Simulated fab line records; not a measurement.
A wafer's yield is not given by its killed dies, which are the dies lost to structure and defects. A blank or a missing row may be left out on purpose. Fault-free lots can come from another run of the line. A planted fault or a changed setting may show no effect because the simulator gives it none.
Chamber matching :: flow n5Finfet :: N5_BEOL_M5_CO_CAP_78 on cvdCo-02: 3 sister chambers
The step material Co, precursor CCTBA/H2, target thk 2 nm, time 102.1 s. 3 wafers are shown with their chamber, then 12 later ones without.

WAFERS PAIRED WITH THEIR CHAMBERS
wafer: L090.1
chamber: 1
heaterPowerW (W): 231

wafer: L090.2
chamber: 2
heaterPowerW (W): 253

wafer: L090.3
chamber: 0
heaterPowerW (W): 213

WAFERS WITHOUT THEIR CHAMBER
wafer: L092.4
heaterPowerW (W): 258

wafer: L092.5
heaterPowerW (W): 223

wafer: L092.6
heaterPowerW (W): 235

wafer: L093.1
heaterPowerW (W): 257

wafer: L093.4
heaterPowerW (W): 234

wafer: L093.6
heaterPowerW (W): 215

wafer: L094.1
heaterPowerW (W): 231

wafer: L094.2
heaterPowerW (W): 245

wafer: L094.3
heaterPowerW (W): 218

wafer: L096.1
heaterPowerW (W): 254

wafer: L096.3
heaterPowerW (W): 234

wafer: L096.4
heaterPowerW (W): 254

WHICH CHAMBER EACH ONE RAN IN
wafer: L092.4
from the rows above: 2
in truth: 2

wafer: L092.5
from the rows above: can't be placed: 1 or 0
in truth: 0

wafer: L092.6
from the rows above: 1
in truth: 1

wafer: L093.1
from the rows above: 2
in truth: 2

wafer: L093.4
from the rows above: 1
in truth: 1

wafer: L093.6
from the rows above: 0
in truth: 0

wafer: L094.1
from the rows above: 1
in truth: 1

wafer: L094.2
from the rows above: can't be placed: 2 or 1
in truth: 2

wafer: L094.3
from the rows above: can't be placed: 0 or 1
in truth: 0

wafer: L096.1
from the rows above: 2
in truth: 2

wafer: L096.3
from the rows above: 1
in truth: 1

wafer: L096.4
from the rows above: 2
in truth: 2
9 of 12 placed correctly. From these rows, 3 cannot be placed; in 3 the true chamber is one of the candidates. Wrongly placed: 0.
How it was worked out, from the rows above alone: a wafer's distance from a chamber is the root of the sum, over the readings, of the square of ((its reading less the chamber's mean) divided by the reading's scatter). The wafer belongs to the nearest chamber; if the next one is less than 2 further off, it can't be placed. A chamber's mean is the mean of its shown wafers. The scatter: root of mean squared gap, hidden wafer to nearest shown wafer, with one shown wafer a chamber.
